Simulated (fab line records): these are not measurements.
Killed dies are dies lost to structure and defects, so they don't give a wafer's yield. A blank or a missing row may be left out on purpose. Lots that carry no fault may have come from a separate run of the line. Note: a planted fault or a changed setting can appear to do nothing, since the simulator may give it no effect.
fab line records    flow nand_harc
record lots=5  wafers=15  last_day=34
route steps=1302 shown P_ZERO_WELL@44 END@1302
lots untouched by any fault: they come from a run of this same line in which no faults occurred
start_h: start of the lot's first displayed wafer, in hours after the record's first day    wait_h: hours since the lot's step before    " as in the row above    L1.1+2: a single row standing in for several wafers    - no value, or no start was given    * or withheld: withheld    < > ~ a bound
route shown NAME@n: names a module that has steps shown in the file, with the first one's number in the route    usual: the fault-free wafers' mean and standard deviation    same: alike in all rows    chamber/n: place in a boat    sites: per-site readings    _std_site: how widely they spread, as a standard deviation    _edge_site: outer sites' mean less inner sites'    radius_mm: how far each site lies from the wafer's centre    mask NAME#n: copy n    behind: the last tool/chamber to shape the wafer    hold: reason for holding the lot/hours on hold/outcome of the hold    device: names the non-switching transistor (n, p or np)    end of line: the same wafers' tests at the end of the route    for a step that has no rows: nothing shown but its recipe    killed: at the first sort, the dies lost to defects and structure; wafer yield is something else    map: per-die view of a wafer (x killed, . not killed, _ where there is no die)
set.NAME: the setting as run; set.NAME@STEP: as run at that earlier step    model.NAME: the simulator's own value behind a step, which no gauge read
a table for each step, a row for each wafer; lots at some steps of the route
services: a tool's chamber out of use, with start hour (start_h, from the record's first day; less than 0 if before it), hours out, and reason
## steps
# step NHARC_P_ZERO_WELL_CD_MEAS_37
# recipe target_cd_nm=720  landing_energy_ev=500
# usual cd_nm=720.2/1.6
lot.wafer  tool       chamber  start_h  wait_h  cd_nm
L684.1     cd_sem-01  0        24.16    -       721.8
L684.3     "          0        "        "       715.9
L684.4     "          0        "        "       718.2
L697.1     cd_sem-03  0        154.69   -       717.3
L697.3     "          0        "        "       718.6
L697.5     "          0        "        "       716.8
L705.1     cd_sem-01  0        234.03   -       721.0
L705.4     "          0        "        "       720.6
L705.5     "          0        "        "       720.0
L706.1     cd_sem-01  0        244.00   -       719.9
L706.2     "          0        "        "       719.0
L706.6     "          0        "        "       720.6
L707.1     cd_sem-02  0        253.95   -       720.2
L707.2     "          0        "        "       723.4
L707.5     "          0        "        "       722.8
# step NHARC_P_ZERO_WELL_HARDBAKE_38
# recipe temp_c=125  time_s=80
# step NHARC_P_ZERO_WELL_DESCUM_39
# recipe time_s=3  o2_flow_sccm=200  ar_flow_sccm=0  bias_power_w=0  chemistry=O2
# usual drypump_motor_current_A=5.7/0.53  mfc_ar_sccm=0.014/0.013  oes_product_au=1.000/0.011  rf_vpp_V=57.9/1  showerhead_plenum_p_Torr=1.93/0.089  throttle_valve_pct=11.311/0.0098
# same bias_power_w=0
lot.wafer  tool         chamber  start_h  wait_h  drypump_motor_current_A  mfc_ar_sccm  oes_product_au  rf_hours_counter_h  rf_vpp_V  showerhead_plenum_p_Torr  throttle_valve_pct
L684.3     rie_diel-13  1        24.37    -       5.4                      0.017        0.998           8                   58.5      1.98                      11.325
L684.4     "            3        "        "       6.4                      0.015        0.989           11                  57.1      1.85                      11.313
L684.1     "            0        "        "       5.1                      0.021        0.972           10                  58.3      2.07                      11.313
L697.1     rie_diel-13  2        154.85   -       5.1                      0.032        1.013           39                  59.4      2.01                      11.315
L697.3     "            3        "        "       6.4                      0.015        1.004           42                  59.5      1.84                      11.308
L697.5     "            2        "        "       5.1                      0.032        1.003           -                   57.2      2.01                      11.312
L705.1     rie_diel-13  3        234.20   -       6.4                      0.015        0.983           21                  58.3      1.83                      11.307
L705.4     "            0        "        "       5.0                      0.021        0.998           20                  57.8      2.05                      11.311
L705.5     "            3        "        "       6.4                      0.015        0.997           -                   58.4      1.83                      11.311
L706.2     rie_diel-09  3        244.16   -       6.0                      0            1.014           34                  57.1      1.78                      11.310
L706.1     "            0        "        "       4.9                      0.005        0.978           34                  57.1      1.93                      11.323
L706.6     "            3        "        "       6.0                      0            1.020           -                   56.8      1.78                      11.313
L707.1     rie_diel-06  2        254.13   -       5.2                      0            1.009           33                  58.9      2.07                      11.314
L707.2     "            1        "        "       5.9                      0            1.003           42                  59.1      1.97                      11.311
L707.5     "            3        "        "       6.4                      0.034        0.992           -                   57.3      1.89                      11.303
# step NHARC_P_ZERO_WELL_IMPLANT_40
# recipe energy_kev=300  dose_cm2=1e+13  tilt_deg=7
# step NHARC_P_ZERO_WELL_IMPLANT_59
# recipe energy_kev=120  dose_cm2=5e+12  tilt_deg=7
# step NHARC_P_ZERO_WELL_IMPLANT_60
# recipe energy_kev=30  dose_cm2=2e+12  tilt_deg=7
# step NHARC_P_ZERO_WELL_STRIP_41
# recipe time_s=840  temp_c=130  chemistry=SPM
# step NHARC_P_ZERO_WELL_DEHYDRATE_44
# recipe temp_c=150  time_s=120
# step NHARC_P_ZERO_WELL_HMDS_45
# recipe time_s=30
# step NHARC_P_ZERO_WELL_COAT_46
# recipe spin_rpm=withheld
# step NHARC_P_ZERO_WELL_SOFTBAKE_47
# recipe temp_c=122  time_s=95
# step NHARC_P_ZERO_WELL_EBR_48
# step NHARC_P_ZERO_WELL_EXPOSE_49
# recipe na=0.6  target_cd_nm=2000  dose_mj=22.64  mask_id=P_HVPW
# usual focus_offset_nm=0.0/0.48
lot.wafer  tool            chamber  start_h  wait_h  mask       focus_offset_nm
L684.1     krf_scanner-01  0        25.73    -       P_HVPW#0   -0.2
L684.3     "               0        "        "       P_HVPW#0   0.3
L684.4     "               0        "        "       P_HVPW#0   0.7
L697.1     krf_scanner-04  0        156.22   -       P_NWELL#0  -0.1
L697.3     "               0        "        "       P_NWELL#0  0.1
L697.5     "               0        "        "       P_NWELL#0  -0.1
L705.1     krf_scanner-04  0        235.52   -       P_HVPW#0   -0.5
L705.4     "               0        "        "       P_HVPW#0   0.2
L705.5     "               0        "        "       P_HVPW#0   -0.1
L706.1     krf_scanner-04  0        245.38   -       P_HVPW#0   0.9
L706.2     "               0        "        "       P_HVPW#0   0.0
L706.6     "               0        "        "       P_HVPW#0   0.0
L707.1     krf_scanner-03  0        255.45   -       P_HVPW#0   -0.7
L707.2     "               0        "        "       P_HVPW#0   -0.4
L707.5     "               0        "        "       P_HVPW#0   -1.0
# step NHARC_P_ZERO_WELL_PEB_50
# recipe peb_temp_c=118  peb_time_s=85
# step NHARC_P_ZERO_WELL_DEVELOP_51
# recipe time_s=70
# step NHARC_P_ZERO_WELL_CD_MEAS_52
# recipe target_cd_nm=2000  landing_energy_ev=500
# usual cd_nm=2000.6/2.1
lot.wafer  tool       chamber  start_h  wait_h  cd_nm
L684.1     cd_sem-02  0        25.89    -       1997.1
L684.3     "          0        "        "       1998.8
L684.4     "          0        "        "       1999.7
L697.1     cd_sem-02  0        156.37   -       -
L697.3     "          0        "        "       -
L697.5     "          0        "        "       -
L705.1     cd_sem-01  0        235.67   -       2000.5
L705.4     "          0        "        "       2002.1
L705.5     "          0        "        "       2000.5
L706.1     cd_sem-02  0        245.54   -       2000.1
L706.2     "          0        "        "       2003.4
L706.6     "          0        "        "       1998.2
L707.1     cd_sem-02  0        255.60   -       2000.3
L707.2     "          0        "        "       1997.6
L707.5     "          0        "        "       1999.9
# step NHARC_P_ZERO_WELL_HARDBAKE_53
# recipe temp_c=125  time_s=80
# step NHARC_END_SORT_01
# recipe temp_c=25
# usual killed_at_array=51/18  killed_at_other=1.0/1.2  killed_at_periphery=3.7/2.9  killed_dies=55/19  killed_open=3.5/1.9  killed_short=2.6/1.6
# same gross_dies=677
lot.wafer  tool       chamber  start_h  wait_h  killed_at_array  killed_at_other  killed_at_periphery  killed_dies  killed_open  killed_short
L697.1     prober-01  0        716.53   2.5     70               3                604                  677          3            4
L697.3     prober-01  0        718.18   3.1     55               3                619                  677          2            4
L697.5     prober-01  0        719.82   3.8     38               4                635                  677          1            0
# killed by level:class
L697.1 P_ZERO_WELL:area_expose=598 A_CHANNEL_HOLE_D1:chamber_film_flake=35 A_CONTACT:chamber_film_flake=11 P_GATE:chamber_film_flake=5 A_STAIRCASE:chamber_film_flake=5 A_CHANNEL_FILL_D1:chamber_film_flake=4 A_DECK1_JOINT:chamber_film_flake=4 THIN_TSV:chamber_film_flake=3
L697.3 P_ZERO_WELL:area_expose=609 A_CHANNEL_HOLE_D1:chamber_film_flake=31 P_GATE:chamber_film_flake=9 A_STAIRCASE:chamber_film_flake=5 A_WL_FILL:chamber_film_flake=4 A_CONTACT:chamber_film_flake=4 A_CHANNEL_FILL_D1:chamber_film_flake=3 A_SLIT:chamber_film_flake=2
L697.5 P_ZERO_WELL:area_expose=626 A_CHANNEL_HOLE_D1:chamber_film_flake=21 A_CONTACT:chamber_film_flake=9 P_GATE:chamber_film_flake=6 THIN_TSV:chamber_film_flake=4 A_SLIT:chamber_film_flake=3 P_ZERO_WELL:chamber_film_flake=2 A_STAIRCASE:chamber_film_flake=2
# map L697.1 (x killed, . not)
____________x____________
_________xxxxxxx_________
_______xxxxxxxxxxx_______
______xxxxxxxxxxxxx______
_____xxxxxxxxxxxxxxx_____
____xxxxxxxxxxxxxxxxx____
____xxxxxxxxxxxxxxxxx____
___xxxxxxxxxxxxxxxxxxx___
___xxxxxxxxxxxxxxxxxxx___
__xxxxxxxxxxxxxxxxxxxxx__
__xxxxxxxxxxxxxxxxxxxxx__
_xxxxxxxxxxxxxxxxxxxxxxx_
_xxxxxxxxxxxxxxxxxxxxxxx_
_xxxxxxxxxxxxxxxxxxxxxxx_
_xxxxxxxxxxxxxxxxxxxxxxx_
_xxxxxxxxxxxxxxxxxxxxxxx_
xxxxxxxxxxxxxxxxxxxxxxxxx
xxxxxxxxxxxxxxxxxxxxxxxxx
xxxxxxxxxxxxxxxxxxxxxxxxx
xxxxxxxxxxxxxxxxxxxxxxxxx
xxxxxxxxxxxxxxxxxxxxxxxxx
_xxxxxxxxxxxxxxxxxxxxxxx_
_xxxxxxxxxxxxxxxxxxxxxxx_
_xxxxxxxxxxxxxxxxxxxxxxx_
_xxxxxxxxxxxxxxxxxxxxxxx_
_xxxxxxxxxxxxxxxxxxxxxxx_
__xxxxxxxxxxxxxxxxxxxxx__
__xxxxxxxxxxxxxxxxxxxxx__
___xxxxxxxxxxxxxxxxxxx___
___xxxxxxxxxxxxxxxxxxx___
____xxxxxxxxxxxxxxxxx____
____xxxxxxxxxxxxxxxxx____
_____xxxxxxxxxxxxxxx_____
______xxxxxxxxxxxxx______
_______xxxxxxxxxxx_______
_________xxxxxxx_________
____________x____________
# map L706.6 (x killed, . not)
____________.____________
_________......._________
_______..........._______
______......x......______
_____..............._____
____.................____
____........x........____
___.............x....x___
___...................___
__...x..........x....x.__
__..x...........x..x...__
_.....x........x..x....._
_.............x......x.._
_............xx.x.x...x._
_..............xxx......_
_..............xx......._
.........................
...............x.....x...
....x....................
.........................
.........................
_......................._
_......................._
_......................._
_..x...................._
_......................._
__.....................__
__.....................__
___.x.................___
___...................___
____.................____
____.................____
_____..............._____
______.............______
_______..........._______
_________......._________
____________.____________
## services
tool            chamber  start_h  hours  kind
rie_diel-09     0        4.93     4.5    repair
rie_diel-09     2        9.64     7.8    repair
krf_scanner-04  -        10.00    4.0    pm
krf_scanner-03  -        57.18    4.0    pm
krf_scanner-04  -        59.62    4.0    repair
rie_diel-13     1        93.53    1.3    repair
rie_diel-13     2        95.69    5.6    repair
rie_diel-13     -        99.03    34.3   repair
krf_scanner-01  -        122.50   3.7    repair
rie_diel-06     -        130.38   9.0    pm
rie_diel-09     -        143.23   9.0    pm
rie_diel-13     -        145.04   0.6    repair
krf_scanner-03  -        160.23   6.2    repair
krf_scanner-01  -        163.21   4.0    pm
rie_diel-13     -        165.06   9.0    pm
krf_scanner-04  -        168.25   0.5    repair
rie_diel-06     2        169.46   10.2   repair
krf_scanner-04  -        182.00   4.0    pm
krf_scanner-04  -        190.09   5.0    repair
krf_scanner-01  -        191.88   4.6    repair
rie_diel-09     1        197.35   3.9    repair
rie_diel-09     0        198.03   3.8    repair
rie_diel-09     2        208.66   46.3   repair
rie_diel-13     3        245.21   2.5    repair
## key
first_sign step=NHARC_P_ZERO_WELL_EXPOSE_49  reading=mask  direction=changed
effect step=NHARC_P_ZERO_WELL_CD_MEAS_52  reading=cd_nm  direction=missing
effect step=NHARC_END_SORT_01  reading=killed_at_periphery  direction=up  sigmas=99+  usual=3.7  struck=619.3
more_kills_born_at NHARC_P_ZERO_WELL_EXPOSE_49@krf_scanner-04=1833
met_at NHARC_P_ZERO_WELL_EXPOSE_49
struck_wafers L697.1,L697.3,L697.5
later_rows_left_out L697.1,L697.3,L697.5
tester_left_out L697
fault kind=wrong_mask  tool=any  chamber=-  onset_h=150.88  steps=NHARC_P_ZERO_WELL_EXPOSE_49  aux_copy=P_NWELL#0  scope=struck_lots_only
# tester_left_out: of these lots the tester's yield and bins aren't shown, on N5 and GAA mostly nor the transistor test; their killed dies are dies lost to structure and defects alone, not to doping, threshold or leakage, so they don't give the yield
# later_rows_left_out: the simulator's readings of these wafers behind a module that went badly wrong aren't trusted and aren't shown, but for the sort
